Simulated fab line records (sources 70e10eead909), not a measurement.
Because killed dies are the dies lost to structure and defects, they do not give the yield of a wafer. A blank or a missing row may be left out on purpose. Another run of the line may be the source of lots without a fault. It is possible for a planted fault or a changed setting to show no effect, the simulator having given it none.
8D (eight disciplines) problem report, filled in by code || flow nandHarc || the parts of the form that need people (team, actions taken, sign-off) are left out

## 1. PROBLEM STATEMENT
Wafers without a fault read 2.6, standard deviation 2.1; killedAtPeriphery at NHARC_END_SORT_01 reads a mean of 647.4 on 9 wafers belonging to 3 lots. So: +99 or more standard deviations from the usual mean.
First seen on wafer L236.2, day 25 23:12, on prober-02. Wafers with a number at this step in the record: 9, from 3 lots. The rule behind "out" and "out of limits": a value lying over 4 standard deviations away from the usual mean. The rest of the wafers with a number are treated as sound.

## 2. WHAT IT IS; WHAT IT IS NOT
{"question": "which readings at this step", "is": "killedAtPeriphery, killedDies", "is not": "killedAtArray, killedOpen"}
{"question": "which lots", "is": "L234, L236, L237", "is not": "-"}
{"question": "which wafers of those lots", "is": "all that have a number", "is not": "-"}
{"question": "read on which gauges", "is": "prober-01, prober-02", "is not": "-"}
{"question": "when", "is": "from day 25 23:12", "is not": "up to then (0 sound wafers)"}

## 3. SUSPECTS, AND WHAT RULES EACH OUT
Counting: any tool at a process step up to the reading is kept as a suspect provided that every lot that is out went through it and no sound lot did after the first of them.
- ruled out: the gauge at NHARC_END_SORT_01. Those wafers that are out were read across 2 gauges (prober-01, prober-02).
- pecvd-02 at NHARC_P_CONTACT_DEP_30 (deposits SiNx, target thk 30 nm): kept. It ran every lot that is out, first L234 (day 9 04:15), and no sound lot after that.
- rieDiel-08 at NHARC_P_CONTACT_ETCH_35 (etches the open film in CF4, target depth 39 nm, time 65 s): kept. It ran every lot that is out, first L234 (day 9 05:52), and no sound lot after that.
Left after counting: pecvd-02 at NHARC_P_CONTACT_DEP_30, rieDiel-08 at NHARC_P_CONTACT_ETCH_35.

## 4. THE CAUSE (what the simulator had put in)
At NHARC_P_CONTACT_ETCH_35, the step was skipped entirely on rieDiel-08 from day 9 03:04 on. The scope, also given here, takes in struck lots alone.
This tool is one of the 2 suspects left after counting.

## 5. THE CHAIN OF EFFECTS, in route order
One row per reading whose mean, taken over the struck wafers that have a number, lies over 3 standard deviations from the usual. Readings are gone through only where the record gives a usual standard deviation; hours: the median, over the lots, of the time from a lot's start at the first step in this table giving one to that lot's start at this step; sigmas: the change measured in usual standard deviations.
{"hours": 0, "step": "NHARC_END_SORT_01", "reading": "killedAtPeriphery", "usual": 2.6, "on struck wafers": 647.4, "change": "+644.8", "sigmas": "+99 or more"}
{"hours": 0, "step": "NHARC_END_SORT_01", "reading": "killedDies", "usual": 31, "on struck wafers": 677, "change": "+646", "sigmas": "+59"}
Readings that are blank on the struck wafers while sound wafers have them: biasW at NHARC_P_CONTACT_ETCH_35; cf4FlowSccm at NHARC_P_CONTACT_ETCH_35; drypumpMotorCurrentA at NHARC_P_CONTACT_ETCH_35; oesProductAu at NHARC_P_CONTACT_ETCH_35; rfVppV at NHARC_P_CONTACT_ETCH_35; showerheadPlenumPTorr at NHARC_P_CONTACT_ETCH_35; throttleValvePct at NHARC_P_CONTACT_ETCH_35.

## 6. WHAT WOULD HAVE CAUGHT IT SOONER
404 hours passed between the start of the fault at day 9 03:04 and the first reading out of limits at a measuring or inspecting step in this record, taken at day 25 23:12.
At NHARC_P_CONTACT_ETCH_35 the tool's readings are blank on the struck wafers, where sound wafers have them: an empty tool record is the first sign, and it was there at once.
Each of the lots that are out, 3 in all, had begun NHARC_P_CONTACT_ETCH_35 on rieDiel-08 no later than day 25 23:12. A hold on the tool at that time would have spared none of them.
